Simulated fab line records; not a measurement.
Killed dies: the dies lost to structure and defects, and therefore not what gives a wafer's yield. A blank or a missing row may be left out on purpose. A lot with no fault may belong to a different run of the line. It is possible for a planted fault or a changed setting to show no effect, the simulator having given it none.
Split-lot study :: flow n5Finfet :: route with 1938 steps; 7 lots, 39 wafers read

## ON THE SPLIT
At N5_HKMG_FIN_ETCH_32 (etches SOC in N2/H2, target depth 240 nm, time 300 s), the setting biasW was moved away from the recipe's 150 W on 15 of the 39 wafers read, by -13.2% to +14.7%. The other wafers ran this setting at the recipe's value.

Reading taken at the split's own step.

## THE READING
rfVppV, in V, at N5_HKMG_FIN_ETCH_32 (etches SOC in N2/H2, target depth 240 nm, time 300 s). On this fab line, fault-free wafers typically give 523.6 V with a standard deviation of 2.4 V.

wafer: L081.1
tool, chamber at the split: rieDiel-04, 0
biasW as run, W: 172
against the recipe: +14.7%
rfVppV, V: 568.9
against lot-mates on the recipe: +47.3

wafer: L081.2
tool, chamber at the split: rieDiel-04, 3
biasW as run, W: 150
against the recipe: recipe
rfVppV, V: 522.8
against lot-mates on the recipe: -

wafer: L081.3
tool, chamber at the split: rieDiel-04, 1
biasW as run, W: 172
against the recipe: +14.7%
rfVppV, V: 571.3
against lot-mates on the recipe: +49.7

wafer: L081.4
tool, chamber at the split: rieDiel-04, 2
biasW as run, W: 150
against the recipe: recipe
rfVppV, V: 521.4
against lot-mates on the recipe: -

wafer: L081.5
tool, chamber at the split: rieDiel-04, 3
biasW as run, W: 172
against the recipe: +14.7%
rfVppV, V: 570.5
against lot-mates on the recipe: +48.9

wafer: L081.6
tool, chamber at the split: rieDiel-04, 2
biasW as run, W: 150
against the recipe: recipe
rfVppV, V: 520.7
against lot-mates on the recipe: -

wafer: L084.1
tool, chamber at the split: rieDiel-02, 0
biasW as run, W: 150
against the recipe: recipe
rfVppV, V: 525.0
against lot-mates on the recipe: -

wafer: L084.2
tool, chamber at the split: rieDiel-02, 1
biasW as run, W: 150
against the recipe: recipe
rfVppV, V: 528.3
against lot-mates on the recipe: -

wafer: L084.3
tool, chamber at the split: rieDiel-02, 3
biasW as run, W: 150
against the recipe: recipe
rfVppV, V: 528.3
against lot-mates on the recipe: -

wafer: L084.4
tool, chamber at the split: rieDiel-02, 2
biasW as run, W: 150
against the recipe: recipe
rfVppV, V: 523.9
against lot-mates on the recipe: -

wafer: L084.5
tool, chamber at the split: rieDiel-02, 1
biasW as run, W: 150
against the recipe: recipe
rfVppV, V: 525.0
against lot-mates on the recipe: -

wafer: L084.6
tool, chamber at the split: rieDiel-02, 2
biasW as run, W: 150
against the recipe: recipe
rfVppV, V: 522.6
against lot-mates on the recipe: -

wafer: L085.1
tool, chamber at the split: rieDiel-06, 3
biasW as run, W: 150
against the recipe: recipe
rfVppV, V: 521.5
against lot-mates on the recipe: -

wafer: L085.2
tool, chamber at the split: rieDiel-06, 0
biasW as run, W: 140.7
against the recipe: -6.2%
rfVppV, V: 505.4
against lot-mates on the recipe: -16.1

wafer: L085.3
tool, chamber at the split: rieDiel-06, 2
biasW as run, W: 140.7
against the recipe: -6.2%
rfVppV, V: 499.3
against lot-mates on the recipe: -22.2

wafer: L085.4
tool, chamber at the split: rieDiel-06, 3
biasW as run, W: 150
against the recipe: recipe
rfVppV, V: 523.1
against lot-mates on the recipe: -

wafer: L085.5
tool, chamber at the split: rieDiel-06, 0
biasW as run, W: 140.7
against the recipe: -6.2%
rfVppV, V: 504.5
against lot-mates on the recipe: -17.0

wafer: L085.6
tool, chamber at the split: rieDiel-06, 2
biasW as run, W: 150
against the recipe: recipe
rfVppV, V: 519.8
against lot-mates on the recipe: -

wafer: L086.1
tool, chamber at the split: rieDiel-04, 0
biasW as run, W: 150
against the recipe: recipe
rfVppV, V: 521.5
against lot-mates on the recipe: -

wafer: L086.2
tool, chamber at the split: rieDiel-04, 3
biasW as run, W: 150
against the recipe: recipe
rfVppV, V: 524.4
against lot-mates on the recipe: -

wafer: L086.3
tool, chamber at the split: rieDiel-04, 2
biasW as run, W: 150
against the recipe: recipe
rfVppV, V: 519.1
against lot-mates on the recipe: -

wafer: L086.4
tool, chamber at the split: rieDiel-04, 1
biasW as run, W: 130.2
against the recipe: -13.2%
rfVppV, V: 479.0
against lot-mates on the recipe: -42.7

wafer: L086.5
tool, chamber at the split: rieDiel-04, 0
biasW as run, W: 130.2
against the recipe: -13.2%
rfVppV, V: 477.5
against lot-mates on the recipe: -44.2

wafer: L086.6
tool, chamber at the split: rieDiel-04, 1
biasW as run, W: 130.2
against the recipe: -13.2%
rfVppV, V: 478.3
against lot-mates on the recipe: -43.4

wafer: L089.1
tool, chamber at the split: rieDiel-06, 3
biasW as run, W: 164.5
against the recipe: +9.7%
rfVppV, V: 554.7
against lot-mates on the recipe: +31.5

wafer: L089.2
tool, chamber at the split: rieDiel-06, 2
biasW as run, W: 150
against the recipe: recipe
rfVppV, V: 521.0
against lot-mates on the recipe: -

wafer: L089.3
tool, chamber at the split: rieDiel-06, 0
biasW as run, W: 164.5
against the recipe: +9.7%
rfVppV, V: 556.5
against lot-mates on the recipe: +33.3

wafer: L089.4
tool, chamber at the split: rieDiel-06, 0
biasW as run, W: 150
against the recipe: recipe
rfVppV, V: 525.8
against lot-mates on the recipe: -

wafer: L089.5
tool, chamber at the split: rieDiel-06, 3
biasW as run, W: 150
against the recipe: recipe
rfVppV, V: 522.9
against lot-mates on the recipe: -

wafer: L089.6
tool, chamber at the split: rieDiel-06, 2
biasW as run, W: 164.5
against the recipe: +9.7%
rfVppV, V: 551.5
against lot-mates on the recipe: +28.3

wafer: L091.1
tool, chamber at the split: rieDiel-06, 0
biasW as run, W: 150
against the recipe: recipe
rfVppV, V: 525.2
against lot-mates on the recipe: -

wafer: L091.2
tool, chamber at the split: rieDiel-06, 2
biasW as run, W: 150
against the recipe: recipe
rfVppV, V: 519.6
against lot-mates on the recipe: -

wafer: L091.6
tool, chamber at the split: rieDiel-06, 2
biasW as run, W: 150
against the recipe: recipe
rfVppV, V: 519.9
against lot-mates on the recipe: -

wafer: L092.1
tool, chamber at the split: rieDiel-04, 3
biasW as run, W: 150
against the recipe: recipe
rfVppV, V: 522.8
against lot-mates on the recipe: -

wafer: L092.2
tool, chamber at the split: rieDiel-04, 0
biasW as run, W: 138.2
against the recipe: -7.9%
rfVppV, V: 494.6
against lot-mates on the recipe: -28.0

wafer: L092.3
tool, chamber at the split: rieDiel-04, 2
biasW as run, W: 138.2
against the recipe: -7.9%
rfVppV, V: 492.8
against lot-mates on the recipe: -29.8

wafer: L092.4
tool, chamber at the split: rieDiel-04, 1
biasW as run, W: 138.2
against the recipe: -7.9%
rfVppV, V: 499.6
against lot-mates on the recipe: -23.0

wafer: L092.5
tool, chamber at the split: rieDiel-04, 1
biasW as run, W: 150
against the recipe: recipe
rfVppV, V: 524.8
against lot-mates on the recipe: -

wafer: L092.6
tool, chamber at the split: rieDiel-04, 2
biasW as run, W: 150
against the recipe: recipe
rfVppV, V: 520.2
against lot-mates on the recipe: -

FIT RESULTS
A straight line over all 39 wafers: rfVppV changes by +3.3 V for each +1% of biasW; r = +0.99; the points scatter about the line by 2.5 V.
The same after taking each lot's own level away (the mean of its wafers on the recipe; 39 wafers): +3.28 V for each +1%; r = +1.00; scatter 2.2 V.
Per that fit: largest biasW move, reading shift of 48 V.
Across the lots, their own levels run from 521.47 to 525.52 V, a range of 1.7 times the standard deviation given above.
The two slopes are in agreement: the lot-to-lot level therefore moves the slope only a little.
Check: +48.3 V against its lot-mates is what the line predicts for one of the wafers moved furthest among these (+14.7%) when that wafer is left out of the fit. Against them it came out at +47.3 V.
Tool readings at the split's step, against how far the setting was moved: rfVppV r = +0.99.

## OTHER SPLITS ON THESE WAFERS
Before the reading, these wafers also passed through other splits. Each is held against what the fit with the lots' levels taken away leaves over:
other split on the same wafers: N5_WELL_APT_EPI_41 targetThkA
wafers away from the commonest value: 15
r with rfVppV (lot level and that fit taken away): +0.20

other split on the same wafers: N5_DUMMY_GATE_EXPOSE_12 doseMj
wafers away from the commonest value: 15
r with rfVppV (lot level and that fit taken away): -0.11

other split on the same wafers: N5_DUMMY_GATE_ETCH_37 sourceW
wafers away from the commonest value: 6
r with rfVppV (lot level and that fit taken away): +0.13

other split on the same wafers: N5_DUMMY_GATE_ETCH_31 targetDepthA
wafers away from the commonest value: 12
r with rfVppV (lot level and that fit taken away): -0.02

other split on the same wafers: N5_DUMMY_GATE_ETCH_32 timeS
wafers away from the commonest value: 15
r with rfVppV (lot level and that fit taken away): +0.29

other split on the same wafers: N5_HKMG_FIN_HK_ALD_01 aldCycles
wafers away from the commonest value: 9
r with rfVppV (lot level and that fit taken away): +0.13

other split on the same wafers: N5_HKMG_FIN_ETCH_54 sourceW
wafers away from the commonest value: 18
r with rfVppV (lot level and that fit taken away): +0.04

## THE WHOLE CHAIN: every reading that the file lists as answering this split, in the file's order
step: N5_HKMG_FIN_ETCH_32
what it does: etches SOC in N2/H2, target depth 240 nm, time 300 s
reading: rfVppV
change (the file's fit): +3.28 V for each +1% of the setting
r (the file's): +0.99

step: N5_HKMG_FIN_ETCH_32
what it does: etches SOC in N2/H2, target depth 240 nm, time 300 s
reading: SiARC_of_HKMG_FIN_COAT_30.thkNm (the simulator's own value, which no gauge read)
change (the file's fit): -0.168 nm for each +1% of the setting
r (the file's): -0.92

## FILE'S OWN FIT
rfVppV changes by +3.28 V for each +1% of biasW, r = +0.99.
